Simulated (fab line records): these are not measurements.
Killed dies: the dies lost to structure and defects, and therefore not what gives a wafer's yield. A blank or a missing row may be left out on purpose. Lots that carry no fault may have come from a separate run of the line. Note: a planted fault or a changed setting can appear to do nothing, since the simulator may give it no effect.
A lot that was struck, set against a sound lot :: flow n5 finfet :: 33 steps out of a route of 1938
Sound: the wafers L280.2, L280.4, L280.6. Wafers struck: L294.3, L294.5, L294.6. Last of all comes the cause.
Per side, at each step with rows, come the tool, then ch with its chambers, and then its first start. Under that, the readings that differ: sound wafers :: struck wafers :: difference of the means :: sigmas: that difference in standard deviations of wafers without a fault.
alike: readings whose means differ by less than 2 such deviations, and words and numbers that are the same on both sides. not compared: withheld readings, readings that some wafer has no value for, bounds like >300 that may hide the same value, and numbers for which the record gives no deviation and whose values overlap.
A row with sigmas, a row that says differs or no value, or rows on one side alone: a step with any of these is where the two part. Non-overlapping numbers with no deviation appear without sigmas and do not part them. A reading missing from all wafers of one side parts the sides only when that side holds two or more wafers.

first, 10 steps without rows for these wafers: N5_SD_EPI_P_PRECLEAN_51 (cleans in NF3:NH3, afs cycles 1, time 20 s, sublimation time 60 s); N5_SD_EPI_P_VAPOR_ETCH_44 (etches SiGe30 in NF3/Ar, time 3.3 s); N5_SD_EPI_P_EPI_21 (deposits SiGe:B, time 355 s); N5_SD_EPI_P_HM_STRIP_48 (strips SiNx in H3PO4, material SiNx, target depth 3 nm); N5_SD_EPI_P_SRD_49 (time 30 s); N5_SD_EPI_P_PRECLEAN_24 (cleans in O3/DIW, time 45 s); N5_SD_EPI_P_PRECLEAN_32 (cleans in dHF, time 10 s); N5_SD_EPI_P_PRECLEAN_33 (cleans in SC2, time 45 s); N5_SD_EPI_P_SRD_25 (time 30 s); N5_SD_ACTIVATION_RTA_00 (time 0 s).
N5_SD_ACTIVATION_LSA_01: time 0.0008 s.
  sound on laser anneal-01 ch 0, day 3 10:45; struck on laser anneal-01 ch 0, day 6 21:03
reading: wafer_temp_C_max
sound: 1088.9 1086.6 1087.2
struck: 1056.5 1055.5 1056.7
difference: -31.3
sigmas: -13
N5_SD_ACTIVATION_RS_MEAS_03: a four-point-probe measurement.
  sound: film metro-02 at day 3 10:58; struck: film metro-02 at day 6 21:15
reading: RS_SD_N (ohm/sq)
sound: 21.9 21.7 21.7
struck: 25.7 25.6 25.5
difference: +3.8
sigmas: +12
  alike: RS_SD_P
then, 19 steps without rows for these wafers: N5_ILD0_LINER_00 (material SiNx, target thk 4 nm, pulse time 1 s, purge time 2 s); N5_ILD0_FCVD_FILL_01 (material SiO2 flowable, target thk 200 nm, time 328.3 s); N5_ILD0_CURE_02 (time 1800 s); N5_ILD0_CMP_03 (polishes, stops on SiNx, t overpolish 1.9 s, target thk 197.38 nm); N5_ILD0_CMP_07 (polishes SiO2 flowable, stops on poly-Si, t overpolish 1.18 s, target thk 138.88 nm); N5_ILD0_PRECLEAN_10 (cleans in NF3:NH3, afs cycles 5, time 20 s, sublimation time 60 s); N5_ILD0_ALD_15 (deposits SiNx, target thk 24 nm, pulse time 1 s, ald cycles 480); N5_ILD0_CMP_12 (polishes SiNx, stops on poly-Si, t overpolish 6 s, target thk 17.67 nm); N5_SDB_HM_DEP_00 (deposits SiNx from SiH4/NH3/N2, target thk 40 nm, time 35.3 s); N5_SDB_COAT_03 (time 60 s, resist thk 100 nm); N5_SDB_COAT_04 (time 60 s, resist thk 18 nm); N5_SDB_COAT_05 (resist thk 90 nm); N5_SDB_EBR_07; N5_SDB_SOFTBAKE_06 (time 60 s); N5_SDB_EXPOSE_08 (exposes mask SDB); N5_SDB_PEB_09 (peb time 60 s); N5_SDB_DEVELOP_10 (develop time 30 s); N5_SDB_DESCUM_16 (chemistry O2, time 7.9 s); N5_SDB_ETCH_17 (etches SiARC in CF4, target depth 23.4 nm, time 39 s).
-- the record jumps here: 7 days lie between the struck wafers' starts before and after (it left off in module SDB and takes up again in module BEOL_M4, whose first step shown is number 1111 of the route) --
N5_BEOL_M4_RC_MEAS_101:
  sound on prober-01 ch 0, day 8 17:20; struck on prober-01 ch 0, day 13 20:49
reading: RC_DENSE_N (ohm.um)
sound: 19.2 18.8 18.7
struck: 21.6 21.4 21.4
difference: +2.6
sigmas: +7

reading: RC_N (ohm.um)
sound: 15.7 15.4 15.2
struck: 17.6 17.6 17.5
difference: +2.1
sigmas: +7

reading: REXT_N (ohm.um)
sound: 73.9 75.1 73.0
struck: 79.8 80.6 80.2
difference: +6.2
sigmas: +4

reading: RS_SD_N (ohm/sq)
sound: 28.5 28.1 28.1
struck: 32.3 32.5 32.6
difference: +4.2
sigmas: +10
  alike: DIBL_N, DIBL_P, IOFF_N, IOFF_P, ION_N, ION_P, SS_N, SS_P, VT_N, VT_P
N5_PASSIVATION_PROBE_49:
  sound wafers here have rows in the record (prober-01, day 13 01:29); struck ones have none

== WHERE THEY PART ==
Last at N5_PASSIVATION_PROBE_49 as far as this record goes, first at N5_SD_ACTIVATION_LSA_01.

WHY: the cause the simulator had injected
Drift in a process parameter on laser anneal-01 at N5_SD_ACTIVATION_LSA_01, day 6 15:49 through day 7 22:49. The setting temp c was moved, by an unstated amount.
